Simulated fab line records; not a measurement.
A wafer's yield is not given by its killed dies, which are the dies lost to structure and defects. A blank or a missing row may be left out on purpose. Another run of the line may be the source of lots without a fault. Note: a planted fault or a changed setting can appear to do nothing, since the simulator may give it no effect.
fab line records	flow n5-finfet
record: lots: 9	wafers: 27	last-day: 18
route steps=1938 shown SDB@359 HKMG_FIN@399 BEOL_M4@1111
lots untouched by any fault: they come from a run of this same line in which no faults occurred
start-h: the number of hours between the record's first day and the start of the first shown wafer of the lot	wait-h: how many hours have passed since the lot's step before this one	" same as the row above	L1.1+2: a row that stands for several wafers	- value missing, or start not given	* or withheld: withheld	< > ~ a bound
route shown NAME@n: names a module that has steps shown in the file, with the first one's number in the route	usual: mean/standard deviation taken from wafers without a fault	same: alike in all rows	chamber/n: place in a boat	sites: each site's reading	_std_site: their standard deviation	_edge_site: the outer-site mean with the inner-site mean subtracted	radius-mm: for every site, how far away it sits from the centre of the wafer	mask NAME#n: copy n	behind: the tool/chamber that last shaped the wafer	hold: what put the lot on hold/how long, in hours/how the hold closed	device: which transistor (n, p or np) failed to switch	end of line: the route-end tests of the same wafers	for a step that has no rows: nothing shown but its recipe	killed: dies lost to structure and defects at the first sort, not the wafer's yield	map: the dies of a wafer, with x for killed, . for not killed, _ for no die there
set.NAME: setting as actually run; set.NAME@STEP: the setting as run at that earlier step	model.NAME: the simulator's own value behind a step, which no gauge read
steps of the route over a sample of lots; a table a step, a row a wafer
services: a tool's chamber out of use, with start hour (start-h, from the record's first day; less than 0 if before it), hours out, and reason
== steps ==
step: N5_SDB_DESCUM_16
recipe: chemistry: O2	time-s: 7.9	source-power-w: 50	bias-power-w: 20	pressure-mtorr: 20	rf-frequency-hz: 2.712e+07	temp-c: 40	resist: CAR-ArF	o2-flow-sccm: 225
usual: drypump-motor-current-A: 5.8/0.55	oes-product-au: 0.80/0.069	rf-vpp-V: 243.1/1.2	showerhead-plenum-p-Torr: 2.09/0.058	throttle-valve-pct: 20.48/0.29
lot.wafer	tool	chamber	start-h	wait-h	drypump-motor-current-A	oes-product-au	rf-hours-counter-h	rf-vpp-V	showerhead-plenum-p-Torr	throttle-valve-pct
L363.2	rie-diel-01	1	63.78	0.0	5.5	0.90	30	243.2	2.16	20.35
L363.3	"	3	"	"	6.3	0.88	23	243.2	2.13	19.87
L363.6	"	3	"	"	6.3	0.88	-	245.2	2.13	19.88
L371.3	rie-diel-02	1	114.34	0.0	6.6	0.75	142	242.6	2.09	20.60
L371.5	"	2	"	"	5.9	0.78	-	242.8	2.18	20.40
L371.6	"	1	"	"	6.6	0.75	-	241.1	2.09	20.62
L374.1	rie-diel-04	0	131.50	0.0	6.8	0.72	186	242.6	2.00	20.78
L374.3	"	2	"	"	6.2	0.90	31	243.5	2.04	20.07
L374.6	"	0	"	"	6.8	0.72	-	242.7	2.00	20.78
L376.2	rie-diel-01	3	147.88	0.2	6.3	0.84	52	243.7	2.12	19.93
L376.3	"	1	"	"	5.4	0.84	61	243.8	2.15	20.41
L376.5	"	0	"	"	5.3	0.89	-	243.8	2.13	20.39
L379.2	rie-diel-04	1	161.76	0.0	6.0	0.71	211	241.8	2.09	20.94
L379.3	"	2	"	"	6.2	0.88	40	243.8	2.03	20.05
L379.4	"	0	"	"	6.8	0.73	193	241.1	1.99	20.80
L382.1	rie-diel-02	0	178.75	0.2	5.6	0.72	240	243.9	2.17	20.83
L382.3	"	3	"	"	5.0	0.73	181	241.8	2.06	20.72
L382.5	"	0	"	"	5.6	0.71	-	243.8	2.17	20.82
L383.1	rie-diel-04	0	185.14	0.0	6.8	0.71	202	241.2	1.99	20.81
L383.4	"	3	"	"	5.3	0.75	169	241.3	2.01	20.64
L383.5	"	2	"	"	6.1	0.87	-	242.2	2.03	20.08
L385.1	rie-diel-02	0	197.76	0.4	5.6	0.72	246	244.6	2.16	20.85
L385.3	"	1	"	"	6.6	0.72	171	242.1	2.08	20.65
L385.4	"	3	"	"	5.0	0.73	187	244.2	2.06	20.75
L386.3	rie-diel-01	1	206.23	0.0	5.5	0.80	81	244.4	2.14	20.44
L386.5	"	0	"	"	5.3	0.84	-	244.8	2.12	20.42
L386.6	"	3	"	"	6.2	0.81	-	243.9	2.11	19.96
step: N5_SDB_STRIP_22
recipe: chemistry: N2/H2	power-w: 1000	temp-c: 250	h2-frac: 0.65	overash-fraction: 0.3	pressure-mtorr: withheld	n2-flow-sccm: 1750	h2-flow-sccm: 3250
usual: drypump-motor-current-A: 5.7/0.55	heater-power-w: 352/41	oes-product-au: 0.715/0.0044	strip-time-to-endpoint-s: 96.4/0.36
lot.wafer	tool	chamber	start-h	wait-h	drypump-motor-current-A	heater-power-w	oes-product-au	rf-hours-counter-h	strip-time-to-endpoint-s
L363.2	plasma-asher-02	0	64.09	0.1	4.9	321	0.715	88	96.4
L363.3	"	0	"	"	4.8	332	0.712	-	96.5
L363.6	"	0	"	"	4.8	330	0.721	-	96.7
L371.3	plasma-asher-02	0	114.69	0.1	4.8	324	0.718	-	95.8
L371.5	"	1	"	"	5.6	342	0.722	-	95.8
L371.6	"	0	"	"	4.8	326	0.713	-	95.5
L374.1	plasma-asher-01	0	131.81	0.1	6.3	416	0.706	48	96.4
L374.3	"	1	"	"	6.0	323	0.718	-	95.9
L374.6	"	1	"	"	6.0	321	0.717	-	96.8
L376.2	plasma-asher-02	0	148.19	0.1	4.8	327	0.717	103	96.5
L376.3	"	1	"	"	5.6	349	0.715	-	95.8
L376.5	"	1	"	"	5.6	336	0.712	-	96.3
L379.2	plasma-asher-02	0	162.07	0.1	4.8	322	0.718	106	96.3
L379.3	"	1	"	"	5.6	340	0.718	-	95.8
L379.4	"	0	"	"	4.8	330	0.714	-	96.2
L382.1	plasma-asher-01	1	179.33	0.3	6.0	330	0.720	59	97.1
L382.3	"	0	"	"	6.3	422	0.719	-	96.7
L382.5	"	1	"	"	6.0	324	0.723	-	96.9
L383.1	plasma-asher-01	1	185.44	0.1	6.0	326	0.721	60	96.3
L383.4	"	1	"	"	6.0	320	0.708	-	95.9
L383.5	"	0	"	"	6.3	427	0.718	-	95.4
L385.1	plasma-asher-01	1	198.07	0.1	6.0	322	0.707	62	97.1
L385.3	"	0	"	"	6.3	413	0.712	-	96.4
L385.4	"	1	"	"	6.0	317	0.715	-	96.5
L386.3	plasma-asher-02	0	206.58	0.1	4.8	330	0.714	-	96.5
L386.5	"	0	"	"	4.8	326	0.714	-	96.5
L386.6	"	1	"	"	5.6	334	0.716	-	96.8
step: N5_HKMG_FIN_OVL_MEAS_50
recipe: points-per-wafer: 44
usual: NDIPOLE_OVL: -0.3/0.74
same: points-per-wafer: 44
lot.wafer	tool	chamber	start-h	wait-h	NDIPOLE_OVL[nm]
L363.2	overlay-02	0	70.00	0.0	0.3
L363.3	"	0	"	"	0.3
L363.6	"	0	"	"	-0.1
L371.3	overlay-02	0	119.77	0.0	-0.9
L371.5	"	0	"	"	0.1
L371.6	"	0	"	"	-1.8
L374.1	overlay-01	0	137.35	0.0	-1.3
L374.3	"	0	"	"	-1.6
L374.6	"	0	"	"	-0.3
L376.2	overlay-02	0	153.43	0.0	-1.8
L376.3	"	0	"	"	-0.7
L376.5	"	0	"	"	-0.6
L379.2	overlay-02	0	167.38	0.0	-1.1
L379.3	"	0	"	"	-0.4
L379.4	"	0	"	"	-1.1
L382.1	overlay-02	0	185.27	0.0	-0.1
L382.3	"	0	"	"	0.2
L382.5	"	0	"	"	0.8
L383.1	overlay-01	0	190.67	0.0	-0.1
L383.4	"	0	"	"	0.3
L383.5	"	0	"	"	-0.1
L385.1	overlay-01	0	204.19	0.0	-0.6
L385.3	"	0	"	"	-1.9
L385.4	"	0	"	"	-0.4
L386.3	overlay-02	0	211.93	0.0	-1.1
L386.5	"	0	"	"	-0.5
L386.6	"	0	"	"	-0.6
step: N5_HKMG_FIN_ETCH_55
recipe: chemistry: N2/H2	target: SOC	target-depth-a: 2400	temp-c: 40	time-s: 300	ion-energy-ev: 200	mask-material: SiARC	pressure-mtorr: 30	source-w: 840	bias-w: 150	n2-flow-sccm: 200	h2-flow-sccm: 200
usual: drypump-motor-current-A: 5.7/0.53	oes-product-au: 0.79/0.064	rf-vpp-V: 524.0/1.9	run-length-s: 323.4/0.39	showerhead-plenum-p-Torr: 2.55/0.065	throttle-valve-pct: 17.9/0.31
lot.wafer	tool	chamber	start-h	wait-h	drypump-motor-current-A	oes-product-au	rf-hours-counter-h	rf-vpp-V	run-length-s	showerhead-plenum-p-Torr	throttle-valve-pct
L363.2	rie-diel-04	3	70.15	0.0	5.3	0.79	130	520.9	323.6	2.45	18.0
L363.3	"	0	"	"	6.8	0.74	166	522.0	324.1	2.41	18.0
L363.6	"	0	"	"	6.8	0.74	-	521.2	324.0	2.41	18.0
L371.3	rie-diel-04	1	119.97	0.0	6.0	0.73	197	523.3	322.8	2.53	18.3
L371.5	"	1	"	"	6.0	0.73	-	524.0	322.2	2.53	18.3
L371.6	"	2	"	"	6.2	0.92	-	522.8	323.3	2.49	17.5
L374.1	rie-diel-02	1	137.72	0.0	6.6	0.73	150	526.1	323.4	2.55	18.2
L374.3	"	0	"	"	5.6	0.71	224	525.9	322.9	2.63	18.2
L374.6	"	3	"	"	5.0	0.75	-	522.9	323.0	2.54	18.3
L376.2	rie-diel-02	3	153.58	0.0	5.0	0.74	171	523.2	322.7	2.54	18.3
L376.3	"	0	"	"	5.6	0.70	230	526.9	323.5	2.63	18.2
L376.5	"	3	"	"	5.1	0.74	-	524.4	323.0	2.54	18.3
L379.2	rie-diel-02	2	167.53	0.0	5.8	0.77	171	527.3	269.6	2.64	17.8
L379.3	"	0	"	"	5.6	0.70	236	524.9	323.7	2.62	18.2
L379.4	"	3	"	"	5.1	0.74	177	523.5	323.3	2.54	18.3
L382.1	rie-diel-02	1	185.41	0.0	6.6	0.71	167	523.5	323.4	2.54	18.2
L382.3	"	2	"	"	5.8	0.76	178	527.2	323.4	2.63	17.8
L382.5	"	0	"	"	5.6	0.69	-	526.4	268.9	2.62	18.2
L383.1	rie-diel-01	3	190.82	0.0	6.2	0.79	66	525.3	323.6	2.59	17.5
L383.4	"	0	"	"	5.3	0.85	52	525.0	323.4	2.56	17.6
L383.5	"	2	"	"	5.1	0.79	-	521.5	323.5	2.46	17.8
L385.1	rie-diel-04	3	204.34	0.0	5.3	0.74	175	522.5	324.0	2.44	18.1
L385.3	"	0	"	"	6.8	0.71	208	520.3	323.9	2.40	18.1
L385.4	"	2	"	"	6.1	0.87	55	523.0	323.7	2.47	17.6
L386.3	rie-diel-01	3	212.08	0.0	6.3	0.79	74	525.5	323.8	2.59	17.5
L386.5	"	0	"	"	5.3	0.84	-	523.8	323.3	2.55	17.6
L386.6	"	1	"	"	5.5	0.80	-	523.8	323.5	2.57	17.6
step: N5_BEOL_M4_RC_MEAS_101
usual: DIBL_N: 36.4/1.7	DIBL_P: 36.4/2.1	IOFF_N: 0.16/0.035	IOFF_P: 0.21/0.035	ION_N: 680/11	ION_P: 465/6.8	SS_N: 71.5/0.58	SS_P: 73.2/0.72	VT_N: 249/3.6	VT_P: -250/3.1
lot.wafer	tool	chamber	start-h	wait-h	DIBL_N[mV/V]	DIBL_P[mV/V]	IOFF_N[nA/um]	IOFF_P[nA/um]	ION_N[uA/um]	ION_P[uA/um]	SS_N[mV/dec]	SS_P[mV/dec]	VT_N[mV]	VT_P[mV]
L363.2	prober-02	0	180.10	0.2	38.5	37.3	0.18	0.21	693	464	71.5	73.9	246	-248
L363.3	"	0	"	"	37.1	34.6	0.14	0.17	685	461	71.3	73.2	253	-254
L363.6	"	0	"	"	36.7	34.6	0.14	0.15	668	447	71.4	73.4	253	-254
L371.3	prober-02	0	215.20	0.9	34.2	34.4	0.13	0.18	689	466	70.7	72.2	251	-254
L371.5	"	0	"	"	34.8	34.9	0.14	0.18	675	465	72.1	72.0	251	-253
L371.6	"	0	"	"	37.7	37.7	0.18	0.22	695	468	71.9	72.7	248	-252
L374.1	prober-02	0	233.07	0.0	37.5	39.5	0.18	0.23	680	463	71.6	74.5	249	-249
L374.3	"	0	"	"	37.0	37.7	0.16	0.20	662	456	71.4	73.6	250	-251
L374.6	"	0	"	"	38.2	39.3	0.19	0.22	677	458	71.7	74.7	247	-249
L376.2	prober-02	0	252.17	0.2	38.0	36.6	0.19	0.25	695	473	72.4	73.9	243	-244
L376.3	"	0	"	"	34.5	33.9	0.13	0.21	676	473	70.4	72.5	250	-250
L376.5	"	0	"	"	38.1	37.7	0.20	0.28	695	474	72.4	74.1	244	-244
L379.2	prober-01	0	268.61	0.2	34.6	35.4	0.13	0.18	671	468	69.9	72.8	252	-253
L379.3	"	0	"	"	35.9	36.7	0.16	0.20	684	471	71.1	73.8	251	-252
L379.4	"	0	"	"	36.6	36.7	0.17	0.19	684	466	71.0	73.2	253	-252
L382.1	prober-01	0	296.75	0.0	36.3	34.1	0.15	0.21	680	469	71.4	73.1	249	-249
L382.3	"	0	"	"	38.7	36.9	0.20	0.25	689	472	72.1	73.9	247	-248
L382.5	"	0	"	"	38.8	36.5	0.21	0.24	686	465	71.3	73.6	247	-248
L383.1	prober-01	0	302.39	0.0	36.7	38.0	0.19	0.23	681	460	71.7	73.4	245	-249
L383.4	"	0	"	"	35.4	35.9	0.17	0.19	684	460	71.5	73.1	246	-253
L383.5	"	0	"	"	35.4	36.5	0.18	0.19	690	466	71.6	73.5	248	-254
L385.1	prober-01	0	306.11	0.5	38.1	38.2	0.17	0.26	678	476	71.5	74.7	251	-248
L385.3	"	0	"	"	36.0	34.8	0.14	0.20	674	470	71.9	72.7	252	-250
L385.4	"	0	"	"	34.3	33.1	0.12	0.18	669	466	70.5	72.2	254	-251
L386.3	prober-01	0	309.77	0.3	36.0	36.2	0.16	0.23	678	470	71.7	72.8	248	-249
L386.5	"	0	"	"	34.6	33.8	0.12	0.19	665	464	71.1	72.1	252	-251
L386.6	"	0	"	"	38.6	39.1	0.21	0.28	692	469	72.3	74.4	247	-247
== services ==
tool	chamber	start-h	hours	kind
rie-diel-04	-	44.12	0.5	repair
rie-diel-04	3	59.49	4.5	repair
rie-diel-02	3	62.52	4.2	repair
plasma-asher-02	-	74.47	0.4	repair
rie-diel-04	0	143.65	8.5	repair
plasma-asher-02	-	176.14	4.9	repair
rie-diel-02	0	211.43	-	clean
rie-diel-02	0	211.43	-	consumable-replace:focus-ring
rie-diel-02	0	211.43	15.1	scheduled-down
rie-diel-02	0	211.43	15.1	vent-cycle
== key ==
first-sign: step: N5_HKMG_FIN_ETCH_55	reading: run-length-s	direction: down	sigmas: 99+	usual: *	struck: *
effect none on later readings
met-at N5_HKMG_FIN_ETCH_55
struck-lots L379,L382
struck-wafers L379.2,L382.5
not-acting-at N5_SDB_DESCUM_16,N5_SDB_STRIP_22,N5_HKMG_FIN_OVL_MEAS_50
onset-between 153.58 167.53
fault: kind: process-parameter-drift	tool: rie-diel-02	chamber: -	onset-h: 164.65	steps: N5_HKMG_FIN_ETCH_55	channel: time-s	offset: *	shape: step	end-h: 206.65	scope: struck-wafers-only	acts-in: *	stated: *
